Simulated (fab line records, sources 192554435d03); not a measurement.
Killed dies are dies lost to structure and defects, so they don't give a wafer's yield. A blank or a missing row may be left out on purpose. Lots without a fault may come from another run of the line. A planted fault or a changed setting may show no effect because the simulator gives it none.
A struck lot beside a sound one | flow n5_finfet | 38 steps out of a route of 1938
Sound: wafers L906.2, L906.3, L906.6. Struck: wafers L898.3, L898.6. The cause comes at the end.
At each step with rows: each side's tool, then ch and its chambers, then its first start. Under that, the readings that differ: sound wafers | struck wafers | difference of the means | sigmas: that difference in standard deviations of wafers without a fault.
alike: readings whose means differ by less than 2 such deviations, and words and numbers that are the same on both sides. not compared: withheld readings, readings that some wafer has no value for, bounds like >300 that may hide the same value, and numbers for which the record gives no deviation and whose values overlap.
The two part at a step that has a row with sigmas, a row that says differs or no value, or rows on one side only. Numbers that don't overlap but have no deviation are shown without sigmas and don't part them. A reading that every wafer of one side lacks parts them only if that side has two wafers or more.

first, 9 steps without rows for these wafers: N5_BEOL_M9_DESCUM_33 (chemistry O2, time 7 s); N5_BEOL_M9_ETCH_76 (etches underlayer in N2/H2, target depth 6.5 nm, time 5.2 s); N5_BEOL_M9_ETCH_65 (etches SiARC in CF4, target depth 15.6 nm, time 26 s); N5_BEOL_M9_ETCH_66 (etches SOC in N2/H2, target depth 80 nm, overetch 16 nm, time 120 s); N5_BEOL_M9_STRIP_69 (strips in N2/H2); N5_BEOL_M9_STRIP_77 (strips in N2/H2); N5_BEOL_M9_VIA_ETCH_34 (etches SiCOH lowk in C4F6/O2, target depth 182.4 nm, time 68.4 s); N5_BEOL_M9_STRIP_73 (strips in C4F6/O2); N5_BEOL_M9_STRIP_36 (strips in N2/H2).
N5_BEOL_M9_TRENCH_ETCH_37: etches SiCOH lowk in C4F6/O2, target depth 151.43 nm, time 49 s.
  sound on rie_diel-03 ch 0,2,3, day 16 00:26; struck on rie_diel-04 ch 0,3, day 13 23:19
  reading                                    | sound           | struck    | difference | sigmas
  model.BEOL_M9.feature_depth_nm (nm)        | 149 154.8 154.8 | 205.6 209 | +54.4      |
  model.etch.depth_nm (nm)                   | 149 154.7 154.7 | 205.5 209 | +54.5      |
  model.TiN_of_BEOL_M9_HM_DEP_02.thk_nm (nm) | 16 15.6 15.6    | 14.2 14.2 | -1.5       |
  alike: drypump_motor_current_A, oes_ar_750_au, oes_product_au, rf_vpp_V, showerhead_plenum_p_Torr, throttle_valve_pct
  not compared: rf_hours_counter_h
then, 2 steps without rows for these wafers: N5_BEOL_M9_ETCH_41 (etches SiCN in CH3F/O2, target depth 36.6 nm, time 70.1 s); N5_BEOL_M9_STRIP_80 (strips in N2/H2, time 10 s).
N5_BEOL_M9_OCD_MEAS_38:
  sound on ocd-01, day 16 00:37; struck on ocd-02, day 13 23:30
  reading              | sound       | struck  | difference | sigmas
  trench_depth_nm (nm) | 149 155 155 | 205 209 | +54        | +14
then, 13 steps without rows for these wafers: N5_BEOL_M9_HM_STRIP_39 (strips TiN in peroxide tin strip, target depth 25 nm, time 158 s); N5_BEOL_M9_SRD_40 (time 30 s); N5_BEOL_M9_PRECLEAN_42 (cleans in residue remover, time 60 s); N5_BEOL_M9_SRD_43 (time 30 s); N5_BEOL_M9_CURE_72 (cures SiCOH lowk, time 120 s); N5_BEOL_M9_DEGAS_44 (time 60 s); N5_BEOL_M9_PRE_CLEAN_45 (time 30 s); N5_BEOL_M9_ALD_74 (deposits TaN, target thk 2 nm, pulse time 2 s, purge time 3 s); N5_BEOL_M9_SURFACE_TREAT_79; N5_BEOL_M9_CVD_78 (deposits Co from CCTBA/H2, target thk 2 nm, time 138.9 s); N5_BEOL_M9_SPUTTER_48 (material Cu, target thk 12 nm, time 2 s); N5_BEOL_M9_ECD_50 (material Cu, target thk 318 nm); N5_BEOL_M9_ANNEAL_51 (time 90 s).
N5_BEOL_M9_CMP_52: polishes, stops on SiCOH lowk, t overpolish 7 s, target thk 140 nm.
  sound on cmp-01 ch 0,2, day 16 04:47; struck on cmp-03 ch 1, day 14 01:42
  reading                                | sound           | struck      | difference | sigmas
  model.Cu_of_BEOL_M9_ECD_50.thk_nm (nm) | 137.6 144 142.8 | 194.6 198.8 | +55.2      |
  alike: motor_current_A, platen_rpm, slurry_filter_dp_kPa
  not compared: pad_life_wafers
N5_BEOL_M9_THK_MEAS_53: measures by xrf.
  sound on film_metro-02, day 16 05:02; struck on film_metro-01, day 14 01:58
  reading     | sound       | struck  | difference | sigmas
  M9_THK (nm) | 139 146 145 | 196 200 | +55        | +13
then, 2 steps without rows for these wafers: N5_BEOL_M9_PRE_CLEAN_55 (time 15 s); N5_BEOL_M9_DEP_56 (deposits SiCN from 3MS/NH3, target thk 15 nm, time 26.5 s).
N5_BEOL_M9_RS_MEAS_57: measures by four-point-probe.
  sound on film_metro-02, day 16 05:10; struck on film_metro-01, day 14 02:06
  reading        | sound             | struck      | difference | sigmas
  M9_RS (ohm/sq) | 0.154 0.146 0.147 | 0.106 0.103 | -0.044     | -9
then, 5 steps without rows for these wafers: N5_BEOL_M10_ILD_DEP_00 (deposits SiCOH lowk from DEMS/porogen, target thk 308.51 nm, time 58 s); N5_BEOL_M10_CURE_71 (cures SiCOH lowk, time 240 s); N5_BEOL_M10_PECVD_70 (deposits SiO2 from TEOS/O2, target thk 20 nm, time 22.7 s); N5_BEOL_M10_HM_DEP_02 (deposits TiN, target thk 20 nm); N5_BEOL_M10_COAT_59 (time 60 s, resist thk 100 nm).
N5_BEOL_M15_RC_MEAS_101:
  sound on prober-01 ch 0, day 17 23:08; struck on prober-01 ch 0, day 15 19:08
  reading                   | sound                 | struck          | difference | sigmas
  COMB_M6 (S/m)             | 2.2e-11 3.5e-11 3e-11 | 1.9e-11 1.8e-11 | -1.0e-11   | -2
  SERP_M9 (ohm/um)          | 3.05 3.00 2.97        | 2.10 2.09       | -0.91      | -8
  SERP_M9_max_site (ohm/um) | 3.11 3.07 3.02        | 2.18 2.14       | -0.91      | -7
  alike: COMB_M10, COMB_M11, COMB_M12, COMB_M13, COMB_M14, COMB_M15, COMB_M5, COMB_M7, COMB_M8, COMB_M8_max_site, SERP_M10, SERP_M11, SERP_M12, SERP_M13, SERP_M14, SERP_M5, SERP_M6, SERP_M6_max_site, SERP_M7, SERP_M8, SERP_M8_max_site
then, 1 step without rows for these wafers: N5_PASSIVATION_PROBE_49.

WHERE THEY PART
First at N5_BEOL_M9_OCD_MEAS_38; last, within this record, at N5_BEOL_M15_RC_MEAS_101.

WHY: what the simulator had put in
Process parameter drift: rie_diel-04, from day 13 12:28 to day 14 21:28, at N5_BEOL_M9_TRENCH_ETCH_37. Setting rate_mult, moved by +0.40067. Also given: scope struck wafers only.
